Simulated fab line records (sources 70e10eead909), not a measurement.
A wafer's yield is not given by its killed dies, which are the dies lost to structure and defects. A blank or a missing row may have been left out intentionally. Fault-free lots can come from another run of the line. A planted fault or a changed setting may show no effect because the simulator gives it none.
fab line records	flow nand_harc
record: lots: 7	wafers: 21	last_day: 24
route steps=1159 shown A_STAIRCASE@574 END@1159
lots that met no fault: taken from a fault-free run of the same line
start_h: hours from the record's opening day to when the first of the lot's shown wafers began	wait_h: hours elapsed since this lot's preceding step	" repeats the value in the row above	L1.1+2: several wafers, shown together as one row	- no value present, or no start provided	* or withheld: withheld	< > ~ a bound
route shown NAME@n: names a module that has steps shown in the file, with the first one's number in the route	usual: average and standard deviation across the fault-free wafers	same: alike in all rows	chamber/n: place in a boat	sites: the reading at each site	_std_site: standard deviation across them	_edge_site: inner sites' mean taken away from outer sites' mean	radius_mm: for every site, how far away it sits from the centre of the wafer	mask NAME#n: copy n	behind: tool/chamber where the wafer was last shaped	hold: why the lot went on hold/how many hours it stayed there/how the hold came to an end	device: names the non-switching transistor (n, p or np)	end of line: at the end of the route, the tests of the same wafers	for a step that has no rows: nothing shown but its recipe	killed: not the wafer's yield, but the dies lost to structure and defects at the first sort	map: the dies of a wafer, with x for killed, . for not killed, _ for no die there
set.NAME: the run value of the setting; set.NAME@STEP: its run value at that earlier step	model.NAME: the simulator's own value behind a step, which no gauge read
lots at some steps of the route; a table a step, a row a wafer
services: from which hour (start_h, from the record's first day; less than 0 if before it) a tool's chamber was out of use, for how many hours, and why
== steps ==
step: NHARC_A_STAIRCASE_EBR_180
step: NHARC_A_STAIRCASE_EXPOSE_181
recipe: na: 0.5	dose_mj: 27.87	mask_id: STAIR_2
step: NHARC_A_STAIRCASE_PEB_182
recipe: peb_temp_c: 115	peb_time_s: 130
step: NHARC_A_STAIRCASE_DEVELOP_183
recipe: time_s: 140
step: NHARC_A_STAIRCASE_HARDBAKE_185
recipe: temp_c: 120	time_s: 140
step: NHARC_A_STAIRCASE_DESCUM_186
recipe: time_s: 3	o2_flow_sccm: 200	ar_flow_sccm: 0	bias_power_w: 0	chemistry: O2
usual: drypump_motor_current_A: 5.8/0.51	oes_product_au: 0.997/0.015	rf_vpp_V: 57.8/0.89	showerhead_plenum_p_Torr: 1.92/0.11	throttle_valve_pct: 11.311/0.0087
lot.wafer	tool	chamber	start_h	wait_h	drypump_motor_current_A	oes_product_au	rf_hours_counter_h	rf_vpp_V	showerhead_plenum_p_Torr	throttle_valve_pct
L130.3	rie_diel-05	2	234.89	-	6.2	0.983	25	57.2	1.83	11.308
L130.4	"	3	"	"	6.5	1.018	24	56.6	1.78	11.321
L130.6	"	1	"	"	5.7	0.986	-	58.6	1.89	11.316
L138.4	rie_diel-12	3	285.22	-	5.6	1.018	24	57.9	1.98	11.307
L138.2	"	0	"	"	6.1	0.998	25	57.9	1.99	11.315
L138.6	"	0	"	"	6.1	0.978	-	57.7	1.99	11.307
L142.2	rie_diel-05	0	313.59	-	4.8	0.994	50	57.9	1.89	11.305
L142.3	"	2	"	"	6.2	0.975	55	56.8	1.82	11.322
L142.5	"	3	"	"	6.5	1.005	-	56.3	1.78	11.301
L146.2	rie_diel-05	2	333.29	-	6.1	0.981	62	57.3	1.82	11.310
L146.4	"	3	"	"	6.5	1.017	58	56.1	1.77	11.321
L146.5	"	1	"	"	5.7	0.996	-	56.8	1.88	11.313
L144.4	rie_diel-11	2	333.56	-	6.1	0.981	54	57.4	2.06	11.306
L144.1	"	3	"	"	6.6	0.992	53	57.3	1.79	11.303
L144.5	"	1	"	"	5.7	1.023	-	58.1	2.04	11.311
L153.3	rie_diel-05	1	369.80	-	5.7	1.022	6	58.0	1.88	11.304
L153.1	"	2	"	"	6.1	0.973	6	56.0	1.81	11.318
L153.5	"	2	"	"	6.1	0.967	-	55.8	1.81	11.311
L151.4	rie_diel-11	0	379.19	-	5.8	0.987	0	58.0	1.81	11.309
L151.2	"	2	"	"	6.1	1.004	0	56.7	2.05	11.321
L151.5	"	1	"	"	5.6	1.026	-	58.2	2.04	11.308
step: NHARC_A_STAIRCASE_TRIM_187
recipe: time_s: 211.2	o2_flow_sccm: 500	ar_flow_sccm: 0	bias_w: 0	chemistry: O2
usual: drypump_motor_current_A: 5.9/0.51	oes_product_au: 0.998/0.014	rf_vpp_V: 57.8/0.84	showerhead_plenum_p_Torr: 3.54/0.19	throttle_valve_pct: 17.035/0.0091
lot.wafer	tool	chamber	start_h	wait_h	drypump_motor_current_A	oes_product_au	rf_hours_counter_h	rf_vpp_V	showerhead_plenum_p_Torr	throttle_valve_pct
L130.4	rie_diel-05	1	234.97	0.1	5.7	0.982	27	57.5	3.49	17.028
L130.3	"	2	"	"	6.1	0.988	25	55.6	3.38	17.033
L130.6	"	1	"	"	5.7	0.977	-	58.7	3.49	17.054
L138.2	rie_diel-12	3	285.32	0.1	5.5	1.014	24	58.0	3.64	17.026
L138.4	"	0	"	"	6.1	0.980	25	58.3	3.66	17.033
L138.6	"	3	"	"	5.6	1.007	-	58.1	3.64	17.028
L142.2	rie_diel-05	2	313.67	0.1	6.1	0.984	55	58.3	3.37	17.017
L142.3	"	1	"	"	5.7	0.998	55	57.3	3.47	17.043
L142.5	"	2	"	"	6.1	0.983	-	57.6	3.37	17.028
L146.2	rie_diel-05	2	333.42	0.1	6.1	0.972	62	58.9	3.36	17.023
L146.4	"	3	"	"	6.5	1.016	58	57.5	3.29	17.031
L146.5	"	1	"	"	5.7	1.003	-	57.1	3.47	17.043
L144.4	rie_diel-11	2	335.03	1.5	6.1	0.992	55	56.4	3.78	17.038
L144.1	"	3	"	"	6.7	1.000	54	56.6	3.31	17.052
L144.5	"	2	"	"	6.1	0.990	-	59.2	3.78	17.036
L153.3	rie_diel-05	3	369.90	0.1	6.5	1.004	6	57.6	3.80	17.034
L153.1	"	0	"	"	4.8	1.018	6	57.9	3.48	17.049
L153.5	"	2	"	"	6.1	0.983	-	57.9	3.36	17.050
L151.4	rie_diel-11	1	379.27	0.1	5.7	1.033	0	57.9	3.74	17.032
L151.2	"	3	"	"	6.6	1.009	0	57.7	3.31	17.035
L151.5	"	2	"	"	6.1	1.015	-	58.6	3.77	17.033
step: NHARC_A_STAIRCASE_ETCH_188
recipe: target_depth_a: 1000	time_s: 40.5	ion_energy_ev: 400	c4f8_flow_sccm: 20	o2_flow_sccm: 10	ar_flow_sccm: withheld	rf_w: 600	bias_w: 1000	chemistry: C4F8/O2
usual: bias_w: 1000/3.3	chamber_pressure_mTorr: 25.001/0.024	oes_product_au: 0.936/0.019	rf_vpp_V: 897/6.5
lot.wafer	tool	chamber	start_h	wait_h	bias_w	chamber_pressure_mTorr	oes_product_au	rf_hours_counter_h	rf_vpp_V
L130.4	rie_diel-05	3	-	-	1000	25.018	0.983	24	887
L130.3	"	0	"	"	995	25.018	0.942	26	895
L130.6	"	2	"	"	1005	24.988	0.953	-	892
L138.4	rie_diel-12	1	-	-	997	25.002	0.918	26	906
L138.2	"	2	"	"	1000	25.044	0.912	25	890
L138.6	"	0	"	"	1003	25.029	0.908	-	901
L142.3	rie_diel-05	0	-	-	1000	24.994	0.953	50	895
L142.2	"	3	"	"	998	24.992	0.962	51	887
L142.5	"	1	"	"	996	24.966	0.967	-	895
L146.2	rie_diel-05	0	-	-	999	25.012	0.918	58	894
L146.4	"	1	"	"	994	24.998	0.923	63	892
L146.5	"	3	"	"	998	25.014	0.957	-	887
L144.4	rie_diel-11	3	-	-	997	25.001	0.943	54	888
L144.1	"	0	"	"	1001	25.016	0.943	52	889
L144.5	"	2	"	"	998	25.016	0.930	-	904
L153.1	rie_diel-05	1	-	-	1000	24.991	0.976	6	895
L153.3	"	2	"	"	998	25.014	0.920	6	889
L153.5	"	0	"	"	1002	25.005	0.988	-	893
L151.4	rie_diel-11	1	-	-	1005	24.974	0.965	0	904
L151.2	"	3	"	"	1000	25.025	0.961	0	889
L151.5	"	2	"	"	998	25.032	0.954	-	903
step: NHARC_A_STAIRCASE_TRIM_189
recipe: time_s: 211.2	o2_flow_sccm: 500	ar_flow_sccm: 0	bias_w: 0	chemistry: O2
step: NHARC_A_STAIRCASE_ETCH_190
recipe: target_depth_a: 1000	time_s: 40.5	ion_energy_ev: 400	c4f8_flow_sccm: 20	o2_flow_sccm: 10	ar_flow_sccm: withheld	rf_w: 600	bias_w: 1000	chemistry: C4F8/O2
usual: bias_w: 1000/3.1	chamber_pressure_mTorr: 25.00/0.032	oes_product_au: 0.937/0.014	rf_vpp_V: 896/6.7
lot.wafer	tool	chamber	start_h	wait_h	bias_w	chamber_pressure_mTorr	oes_product_au	rf_hours_counter_h	rf_vpp_V
L130.3	rie_diel-05	3	-	-	1008	25.03	0.961	25	887
L130.4	"	0	"	"	1004	25.02	0.941	26	895
L130.6	"	3	"	"	1008	25.01	0.959	-	888
L138.4	rie_diel-12	1	-	-	996	25.01	0.928	26	906
L138.2	"	3	"	"	1002	25.00	0.943	25	899
L138.6	"	1	"	"	1001	25.01	0.934	-	904
L142.2	rie_diel-05	1	-	-	999	24.99	0.943	55	894
L142.3	"	3	"	"	996	25.01	0.945	51	886
L142.5	"	0	"	"	1001	24.95	0.951	-	893
L144.4	rie_diel-11	1	-	-	1007	24.98	0.968	57	905
L144.1	"	3	"	"	1001	25.03	0.940	54	889
L144.5	"	1	"	"	1003	24.99	0.947	-	903
L146.4	rie_diel-05	1	-	-	999	24.93	0.935	63	893
L146.2	"	2	"	"	1001	24.98	0.903	63	890
L146.5	"	3	"	"	1001	24.99	0.951	-	887
L153.1	rie_diel-05	0	-	-	996	24.98	0.955	6	894
L153.3	"	1	"	"	1000	25.00	0.967	6	894
L153.5	"	2	"	"	997	25.01	0.915	-	889
L151.4	rie_diel-11	0	-	-	1002	25.00	0.930	0	889
L151.2	"	1	"	"	1001	25.01	0.956	1	905
L151.5	"	1	"	"	1001	25.04	0.968	-	905
step: NHARC_A_STAIRCASE_TRIM_191
recipe: time_s: 211.2	o2_flow_sccm: 500	ar_flow_sccm: 0	bias_w: 0	chemistry: O2
step: NHARC_A_STAIRCASE_ETCH_192
recipe: target_depth_a: 1000	time_s: 40.5	ion_energy_ev: 400	c4f8_flow_sccm: 20	o2_flow_sccm: 10	ar_flow_sccm: withheld	rf_w: 600	bias_w: 1000	chemistry: C4F8/O2
usual: bias_w: 1000/3	chamber_pressure_mTorr: 24.999/0.021	oes_product_au: 0.936/0.015	rf_vpp_V: 896/6.8
lot.wafer	tool	chamber	start_h	wait_h	bias_w	chamber_pressure_mTorr	oes_product_au	rf_hours_counter_h	rf_vpp_V
L130.3	rie_diel-05	3	235.57	-	1000	25.030	0.967	25	888
L130.4	"	1	"	"	1003	24.990	0.917	27	894
L130.6	"	2	"	"	1002	24.978	0.940	-	889
L138.4	rie_diel-12	0	286.16	-	1001	25.021	0.911	26	899
L138.2	"	2	"	"	1003	24.988	0.936	25	890
L138.6	"	0	"	"	996	25.014	0.926	-	900
L142.2	rie_diel-05	1	314.29	-	-	-	-	-	-
L142.3	"	2	"	"	-	-	-	-	-
L142.5	"	0	"	"	-	-	-	-	-
L144.1	rie_diel-11	0	335.70	-	-	-	-	-	-
L144.4	"	3	"	"	-	-	-	-	-
L144.5	"	0	"	"	-	-	-	-	-
L146.4	rie_diel-05	1	336.25	-	-	-	-	-	-
L146.2	"	2	"	"	-	-	-	-	-
L146.5	"	2	"	"	-	-	-	-	-
L153.1	rie_diel-05	3	370.59	-	998	25.035	0.939	6	906
L153.3	"	2	"	"	1000	24.987	0.918	6	889
L153.5	"	0	"	"	1003	25.004	0.941	-	894
L151.2	rie_diel-11	0	379.89	-	1003	24.996	0.937	1	889
L151.4	"	2	"	"	1003	25.003	0.938	1	904
L151.5	"	0	"	"	999	24.984	0.937	-	888
step: NHARC_A_STAIRCASE_TRIM_193
recipe: time_s: 211.2	o2_flow_sccm: 500	ar_flow_sccm: 0	bias_w: 0	chemistry: O2
usual: drypump_motor_current_A: 5.8/0.52	oes_product_au: 0.997/0.015	rf_vpp_V: 57.9/0.99	showerhead_plenum_p_Torr: 3.54/0.18	throttle_valve_pct: 17.036/0.01
lot.wafer	tool	chamber	start_h	wait_h	drypump_motor_current_A	oes_product_au	rf_hours_counter_h	rf_vpp_V	showerhead_plenum_p_Torr	throttle_valve_pct
L130.3	rie_diel-05	0	-	-	4.8	1.000	26	58.8	3.50	17.043
L130.4	"	1	"	"	5.7	0.993	27	57.2	3.49	17.032
L130.6	"	1	"	"	5.7	0.990	-	57.0	3.49	17.032
L138.4	rie_diel-12	2	-	-	5.4	1.000	25	57.3	3.35	17.028
L138.2	"	3	"	"	5.5	1.014	25	57.7	3.64	17.049
L138.6	"	2	"	"	5.4	1.001	-	57.0	3.35	17.029
L142.3	rie_diel-05	0	-	-	4.8	0.995	51	59.1	3.48	17.027
L142.2	"	3	"	"	6.5	1.018	51	56.6	3.29	17.044
L142.5	"	0	"	"	4.7	0.997	-	58.5	3.48	17.052
L144.4	rie_diel-11	0	-	-	5.7	1.004	52	56.8	3.36	17.048
L144.1	"	1	"	"	5.7	1.015	58	59.6	3.75	17.032
L144.5	"	3	"	"	6.6	0.997	-	57.3	3.31	17.026
L146.4	rie_diel-05	2	-	-	6.1	0.987	64	57.8	3.36	17.038
L146.2	"	3	"	"	6.5	1.027	60	57.9	3.29	17.009
L146.5	"	1	"	"	5.7	0.996	-	58.9	3.47	17.027
L153.3	rie_diel-05	1	-	-	5.7	1.037	6	58.0	3.47	17.030
L153.1	"	3	"	"	6.5	0.999	6	57.5	3.80	17.043
L153.5	"	0	"	"	4.7	1.008	-	58.2	3.47	17.038
L151.2	rie_diel-11	1	-	-	5.7	1.019	1	57.2	3.74	17.030
L151.4	"	3	"	"	6.7	1.004	1	59.2	3.31	17.020
L151.5	"	1	"	"	5.7	1.006	-	58.7	3.74	17.020
step: NHARC_END_SORT_01
recipe: temp_c: 25
usual: killed_at_array: 25/10	killed_at_other: 0.6/0.91	killed_at_periphery: 3.6/2.9	killed_dies: 29/10	killed_open: 3.3/2	killed_short: 1.9/1.5
same: gross_dies: 677
lot.wafer	tool	chamber	start_h	wait_h	killed_at_array	killed_at_other	killed_at_periphery	killed_dies	killed_open	killed_short
L138.2	prober-02	0	492.45	2.8	25	0	2	27	3	0
L138.4	prober-02	0	494.04	3.4	23	0	3	26	3	2
L138.6	prober-02	0	495.64	4.0	27	0	1	28	3	2
L142.2	prober-02	0	508.02	2.8	672	0	5	677	1	3
L142.3	prober-02	0	508.81	3.1	674	0	3	677	2	5
L142.5	prober-02	0	510.40	3.7	674	0	3	677	3	1
L144.1	prober-02	0	532.40	2.5	675	0	2	677	5	2
L144.4	prober-02	0	534.78	3.4	674	0	3	677	3	6
L144.5	prober-02	0	535.58	3.7	675	0	2	677	1	2
L146.2	prober-01	0	533.15	2.8	659	0	18	677	3	1
L146.4	prober-01	0	534.75	3.4	667	0	10	677	3	2
L146.5	prober-01	0	535.54	3.7	669	1	7	677	4	2
killed by level:class
L138.2 A_SLIT:chamber_film_flake=13 A_CONTACT:chamber_film_flake=6 A_CHANNEL_HOLE_D1:chamber_film_flake=3 P_CONTACT:geometric_particle:open=1 A_SOURCE_PLATE:geometric_particle:open=1 A_WL_FILL:geometric_particle:open=1 P_CONTACT:chamber_film_flake=1 A_STAIRCASE:chamber_film_flake=1
L138.4 A_SLIT:chamber_film_flake=14 A_CHANNEL_HOLE_D1:chamber_film_flake=2 A_STAIRCASE:chamber_film_flake=2 A_CONTACT:chamber_film_flake=2 P_STI:geometric_particle:open=1 P_M1:geometric_particle:short=1 A_SOURCE_PLATE:geometric_particle:open=1 A_WL_FILL:geometric_particle:short=1
L138.6 A_SLIT:chamber_film_flake=12 A_CONTACT:chamber_film_flake=6 A_CHANNEL_HOLE_D1:chamber_film_flake=3 A_STAIRCASE:chamber_film_flake=2 P_M1:geometric_particle:short=1 A_WL_FILL:geometric_particle:open=1 A_CONTACT:geometric_particle:open=1 A_M0:geometric_particle:open=1
L142.2 A_STAIRCASE:area_etch=641 A_SLIT:chamber_film_flake=15 A_CHANNEL_HOLE_D1:chamber_film_flake=6 P_GATE:chamber_film_flake=4 A_STAIRCASE:chamber_film_flake=3 A_CONTACT:chamber_film_flake=3 P_M0:geometric_particle:short=1 A_SGD_CUT:geometric_particle:open=1
L142.3 A_STAIRCASE:area_etch=643 A_SLIT:chamber_film_flake=12 A_STAIRCASE:chamber_film_flake=5 A_CONTACT:chamber_film_flake=5 A_CHANNEL_HOLE_D1:chamber_film_flake=3 P_GATE:chamber_film_flake=2 P_GATE:geometric_particle:short=1 A_ONON_D1:geometric_particle:short=1
L142.5 A_STAIRCASE:area_etch=648 A_SLIT:chamber_film_flake=14 A_CHANNEL_HOLE_D1:chamber_film_flake=5 A_CONTACT:chamber_film_flake=3 A_STAIRCASE:chamber_film_flake=2 P_M0:geometric_particle:open=1 P_M1:geometric_particle:open=1 A_ONON_D1:geometric_particle:short=1
L144.1 A_STAIRCASE:area_etch=633 A_SLIT:chamber_film_flake=13 A_CHANNEL_HOLE_D1:chamber_film_flake=9 A_STAIRCASE:chamber_film_flake=6 A_CONTACT:chamber_film_flake=4 A_ZERO_WELL:chamber_film_flake=2 A_WL_FILL:chamber_film_flake=2 P_M0:geometric_particle:open=1
L146.2 A_STAIRCASE:area_etch=640 P_ZERO_WELL:chamber_film_flake=14 A_CHANNEL_HOLE_D1:chamber_film_flake=5 A_CONTACT:chamber_film_flake=5 P_M2:chamber_film_flake=3 A_STAIRCASE:chamber_film_flake=3 A_ZERO_WELL:chamber_film_flake=2 P_CONTACT:geometric_particle:open=1
L146.4 A_STAIRCASE:area_etch=651 P_ZERO_WELL:chamber_film_flake=7 A_CHANNEL_HOLE_D1:chamber_film_flake=6 P_GATE:chamber_film_flake=3 A_STAIRCASE:chamber_film_flake=3 A_CONTACT:geometric_particle:open=2 A_CONTACT:chamber_film_flake=2 A_WL_FILL:geometric_particle:short=1
L144.4 A_STAIRCASE:area_etch=642 A_CHANNEL_HOLE_D1:chamber_film_flake=9 A_SLIT:chamber_film_flake=9 A_WL_FILL:chamber_film_flake=4 A_CONTACT:chamber_film_flake=2 P_CONTACT:geometric_particle:open=1 P_M0:geometric_particle:open=1 A_SOURCE_PLATE:geometric_particle:short=1
L146.5 A_STAIRCASE:area_etch=654 P_ZERO_WELL:chamber_film_flake=6 A_CONTACT:chamber_film_flake=4 A_STAIRCASE:chamber_film_flake=3 A_CHANNEL_HOLE_D1:chamber_film_flake=2 A_ONON_D1:geometric_particle:open=1 A_CHANNEL_FILL_D1:geometric_particle:open=1 A_WL_FILL:geometric_particle:short=1
L144.5 A_STAIRCASE:area_etch=646 A_CHANNEL_HOLE_D1:chamber_film_flake=10 A_SLIT:chamber_film_flake=8 A_WL_FILL:chamber_film_flake=4 A_STAIRCASE:chamber_film_flake=2 A_CONTACT:chamber_film_flake=2 P_CONTACT:geometric_particle:open=1 A_SGD_CUT:geometric_particle:short=1
map L142.2 (x killed, . not)
____________x____________
_________xxxxxxx_________
_______xxxxxxxxxxx_______
______xxxxxxxxxxxxx______
_____xxxxxxxxxxxxxxx_____
____xxxxxxxxxxxxxxxxx____
____xxxxxxxxxxxxxxxxx____
___xxxxxxxxxxxxxxxxxxx___
___xxxxxxxxxxxxxxxxxxx___
__xxxxxxxxxxxxxxxxxxxxx__
__xxxxxxxxxxxxxxxxxxxxx__
_xxxxxxxxxxxxxxxxxxxxxxx_
_xxxxxxxxxxxxxxxxxxxxxxx_
_xxxxxxxxxxxxxxxxxxxxxxx_
_xxxxxxxxxxxxxxxxxxxxxxx_
_xxxxxxxxxxxxxxxxxxxxxxx_
xxxxxxxxxxxxxxxxxxxxxxxxx
xxxxxxxxxxxxxxxxxxxxxxxxx
xxxxxxxxxxxxxxxxxxxxxxxxx
xxxxxxxxxxxxxxxxxxxxxxxxx
xxxxxxxxxxxxxxxxxxxxxxxxx
_xxxxxxxxxxxxxxxxxxxxxxx_
_xxxxxxxxxxxxxxxxxxxxxxx_
_xxxxxxxxxxxxxxxxxxxxxxx_
_xxxxxxxxxxxxxxxxxxxxxxx_
_xxxxxxxxxxxxxxxxxxxxxxx_
__xxxxxxxxxxxxxxxxxxxxx__
__xxxxxxxxxxxxxxxxxxxxx__
___xxxxxxxxxxxxxxxxxxx___
___xxxxxxxxxxxxxxxxxxx___
____xxxxxxxxxxxxxxxxx____
____xxxxxxxxxxxxxxxxx____
_____xxxxxxxxxxxxxxx_____
______xxxxxxxxxxxxx______
_______xxxxxxxxxxx_______
_________xxxxxxx_________
____________x____________
map L144.1 (x killed, . not)
____________x____________
_________xxxxxxx_________
_______xxxxxxxxxxx_______
______xxxxxxxxxxxxx______
_____xxxxxxxxxxxxxxx_____
____xxxxxxxxxxxxxxxxx____
____xxxxxxxxxxxxxxxxx____
___xxxxxxxxxxxxxxxxxxx___
___xxxxxxxxxxxxxxxxxxx___
__xxxxxxxxxxxxxxxxxxxxx__
__xxxxxxxxxxxxxxxxxxxxx__
_xxxxxxxxxxxxxxxxxxxxxxx_
_xxxxxxxxxxxxxxxxxxxxxxx_
_xxxxxxxxxxxxxxxxxxxxxxx_
_xxxxxxxxxxxxxxxxxxxxxxx_
_xxxxxxxxxxxxxxxxxxxxxxx_
xxxxxxxxxxxxxxxxxxxxxxxxx
xxxxxxxxxxxxxxxxxxxxxxxxx
xxxxxxxxxxxxxxxxxxxxxxxxx
xxxxxxxxxxxxxxxxxxxxxxxxx
xxxxxxxxxxxxxxxxxxxxxxxxx
_xxxxxxxxxxxxxxxxxxxxxxx_
_xxxxxxxxxxxxxxxxxxxxxxx_
_xxxxxxxxxxxxxxxxxxxxxxx_
_xxxxxxxxxxxxxxxxxxxxxxx_
_xxxxxxxxxxxxxxxxxxxxxxx_
__xxxxxxxxxxxxxxxxxxxxx__
__xxxxxxxxxxxxxxxxxxxxx__
___xxxxxxxxxxxxxxxxxxx___
___xxxxxxxxxxxxxxxxxxx___
____xxxxxxxxxxxxxxxxx____
____xxxxxxxxxxxxxxxxx____
_____xxxxxxxxxxxxxxx_____
______xxxxxxxxxxxxx______
_______xxxxxxxxxxx_______
_________xxxxxxx_________
____________x____________
== services ==
tool	chamber	start_h	hours	kind
rie_diel-05	0	221.76	-	clean
rie_diel-05	1	221.76	-	clean
rie_diel-05	2	221.76	-	clean
rie_diel-05	3	221.76	-	clean
rie_diel-11	2	242.83	4.5	repair
rie_diel-05	0	246.32	-	clean
rie_diel-05	1	246.32	-	clean
rie_diel-05	2	246.32	-	clean
rie_diel-05	3	246.32	-	clean
rie_diel-11	0	259.02	6.5	repair
rie_diel-05	0	270.82	-	clean
rie_diel-05	1	270.82	-	clean
rie_diel-05	2	270.82	-	clean
rie_diel-05	3	270.82	-	clean
rie_diel-05	0	295.32	-	clean
rie_diel-05	1	295.32	-	clean
rie_diel-05	2	295.32	-	clean
rie_diel-05	3	295.32	-	clean
rie_diel-05	0	319.82	-	clean
rie_diel-05	1	319.82	-	clean
rie_diel-05	-	340.65	9.0	pm
rie_diel-11	-	366.55	9.0	pm
rie_diel-05	0	372.58	1.2	repair
rie_diel-12	-	379.53	9.0	pm
== key ==
first_sign: step: NHARC_A_STAIRCASE_ETCH_192	reading: tool_record	direction: missing
effect: step: NHARC_END_SORT_01	reading: killed_dies	direction: up	sigmas: 63	usual: 29	struck: 677
more_kills_born_at: NHARC_A_STAIRCASE_ETCH_192@rie_diel-05: 3877	NHARC_A_STAIRCASE_ETCH_192@rie_diel-11: 1920
met_at NHARC_A_STAIRCASE_ETCH_192
struck_wafers L142.2,L142.3,L142.5,L144.1,L144.4,L144.5,L146.2,L146.4,L146.5
later_rows_left_out L142.2,L142.3,L142.5,L144.1,L144.4,L144.5,L146.2,L146.4,L146.5
tester_left_out L142,L144,L146
onset_between 235.57 314.29
fault: kind: skipped_step_whole	tool: rie_diel-05,rie_diel-11	chamber: -	onset_h: 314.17	steps: NHARC_A_STAIRCASE_ETCH_192	scope: struck_lots_only
tester_left_out: of these lots the tester's yield and bins aren't shown, on N5 and GAA mostly nor the transistor test; their killed dies are dies lost to structure and defects alone, not to doping, threshold or leakage, so they don't give the yield
later_rows_left_out: the simulator's readings of these wafers behind a module that went badly wrong aren't trusted and aren't shown, but for the sort
